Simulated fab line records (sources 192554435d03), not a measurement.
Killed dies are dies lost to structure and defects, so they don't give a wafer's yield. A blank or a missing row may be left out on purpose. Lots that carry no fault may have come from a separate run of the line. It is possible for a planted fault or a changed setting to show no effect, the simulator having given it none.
Chamber matching || flow n5-finfet || N5_BEOL_M9_DESCUM_16 on rie-diel-05: 4 sister chambers
The step chemistry O2, time 7.9 s. 16 wafers are shown with their chamber, then 8 later ones without.

## WAFERS, EACH WITH ITS CHAMBER
{"wafer": "L076.1", "chamber": 1, "showerhead-plenum-p-Torr (Torr)": 2.05, "oes-product-au (a.u.)": 0.69, "rf-vpp-V (V)": 243.1}
{"wafer": "L076.2", "chamber": 2, "showerhead-plenum-p-Torr (Torr)": 2.02, "oes-product-au (a.u.)": 0.88, "rf-vpp-V (V)": 242.6}
{"wafer": "L076.6", "chamber": 1, "showerhead-plenum-p-Torr (Torr)": 2.05, "oes-product-au (a.u.)": 0.69, "rf-vpp-V (V)": 243.8}
{"wafer": "L084.1", "chamber": 1, "showerhead-plenum-p-Torr (Torr)": 2.04, "oes-product-au (a.u.)": 0.68, "rf-vpp-V (V)": 241.7}
{"wafer": "L084.3", "chamber": 2, "showerhead-plenum-p-Torr (Torr)": 2.02, "oes-product-au (a.u.)": 0.86, "rf-vpp-V (V)": 241.4}
{"wafer": "L084.6", "chamber": 1, "showerhead-plenum-p-Torr (Torr)": 2.04, "oes-product-au (a.u.)": 0.67, "rf-vpp-V (V)": 242.5}
{"wafer": "L088.1", "chamber": 1, "showerhead-plenum-p-Torr (Torr)": 2.04, "oes-product-au (a.u.)": 0.67, "rf-vpp-V (V)": 243.2}
{"wafer": "L088.2", "chamber": 2, "showerhead-plenum-p-Torr (Torr)": 2.02, "oes-product-au (a.u.)": 0.87, "rf-vpp-V (V)": 242.9}
{"wafer": "L088.3", "chamber": 3, "showerhead-plenum-p-Torr (Torr)": 2.07, "oes-product-au (a.u.)": 0.92, "rf-vpp-V (V)": 242.3}
{"wafer": "L088.4", "chamber": 0, "showerhead-plenum-p-Torr (Torr)": 2.15, "oes-product-au (a.u.)": 0.68, "rf-vpp-V (V)": 243.7}
{"wafer": "L088.5", "chamber": 0, "showerhead-plenum-p-Torr (Torr)": 2.15, "oes-product-au (a.u.)": 0.68, "rf-vpp-V (V)": 243.9}
{"wafer": "L088.6", "chamber": 1, "showerhead-plenum-p-Torr (Torr)": 2.04, "oes-product-au (a.u.)": 0.67, "rf-vpp-V (V)": 242.5}
{"wafer": "L092.1", "chamber": 2, "showerhead-plenum-p-Torr (Torr)": 2.02, "oes-product-au (a.u.)": 0.85, "rf-vpp-V (V)": 242.1}
{"wafer": "L092.4", "chamber": 2, "showerhead-plenum-p-Torr (Torr)": 2.02, "oes-product-au (a.u.)": 0.84, "rf-vpp-V (V)": 241.9}
{"wafer": "L092.5", "chamber": 3, "showerhead-plenum-p-Torr (Torr)": 2.07, "oes-product-au (a.u.)": 0.91, "rf-vpp-V (V)": 241.6}
{"wafer": "L087.1", "chamber": 3, "showerhead-plenum-p-Torr (Torr)": 2.07, "oes-product-au (a.u.)": 0.91, "rf-vpp-V (V)": 242.5}

SIGNATURES (means of the wafers above)
{"reading": "showerhead-plenum-p-Torr", "chamber 0": 2.1500, "chamber 1": 2.0433, "chamber 2": 2.0200, "chamber 3": 2.0700, "scatter within a chamber": 0.00333}
{"reading": "oes-product-au", "chamber 0": 0.6800, "chamber 1": 0.6783, "chamber 2": 0.8600, "chamber 3": 0.9133, "scatter within a chamber": 0.0114}
{"reading": "rf-vpp-V", "chamber 0": 243.800, "chamber 1": 242.800, "chamber 2": 242.180, "chamber 3": 242.133, "scatter within a chamber": 0.612}
Rule: for each reading, subtract the chamber's mean from the wafer's reading, divide by that reading's scatter and square the result; add these up over the readings and take the root, which gives the wafer's distance from the chamber. The wafer belongs to the nearest chamber; if the next one is less than 2 further off, it can't be placed. The scatter: take each reading less its chamber's mean, square it, sum over the shown wafers, divide by the number of wafers less the number of chambers, and take the root.

## WAFERS MISSING THEIR CHAMBER
{"wafer": "L087.3", "showerhead-plenum-p-Torr (Torr)": 2.02, "oes-product-au (a.u.)": 0.85, "rf-vpp-V (V)": 243.4}
{"wafer": "L087.5", "showerhead-plenum-p-Torr (Torr)": 2.07, "oes-product-au (a.u.)": 0.92, "rf-vpp-V (V)": 242.9}
{"wafer": "L095.1", "showerhead-plenum-p-Torr (Torr)": 2.14, "oes-product-au (a.u.)": 0.66, "rf-vpp-V (V)": 244.3}
{"wafer": "L095.2", "showerhead-plenum-p-Torr (Torr)": 2.07, "oes-product-au (a.u.)": 0.88, "rf-vpp-V (V)": 244.0}
{"wafer": "L095.3", "showerhead-plenum-p-Torr (Torr)": 2.01, "oes-product-au (a.u.)": 0.82, "rf-vpp-V (V)": 243.1}
{"wafer": "L095.4", "showerhead-plenum-p-Torr (Torr)": 2.04, "oes-product-au (a.u.)": 0.97, "rf-vpp-V (V)": 243.1}
{"wafer": "L095.5", "showerhead-plenum-p-Torr (Torr)": 2.07, "oes-product-au (a.u.)": 0.89, "rf-vpp-V (V)": 243.4}
{"wafer": "L095.6", "showerhead-plenum-p-Torr (Torr)": 2.14, "oes-product-au (a.u.)": 0.67, "rf-vpp-V (V)": 244.2}

## WHICH CHAMBER EACH ONE RAN IN
{"wafer": "L087.3", "from the rows above": 2, "in truth": 2}
{"wafer": "L087.5", "from the rows above": 3, "in truth": 3}
{"wafer": "L095.1", "from the rows above": 0, "in truth": 0}
{"wafer": "L095.2", "from the rows above": 3, "in truth": 3}
{"wafer": "L095.3", "from the rows above": 2, "in truth": 2}
{"wafer": "L095.4", "from the rows above": "can't be placed: 3 or 2", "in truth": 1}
{"wafer": "L095.5", "from the rows above": 3, "in truth": 3}
{"wafer": "L095.6", "from the rows above": 0, "in truth": 0}
7 of 8 placed correctly. Cannot be placed on the basis of these rows: 1; the candidates contain the true chamber in 0. Placed wrongly: 0.
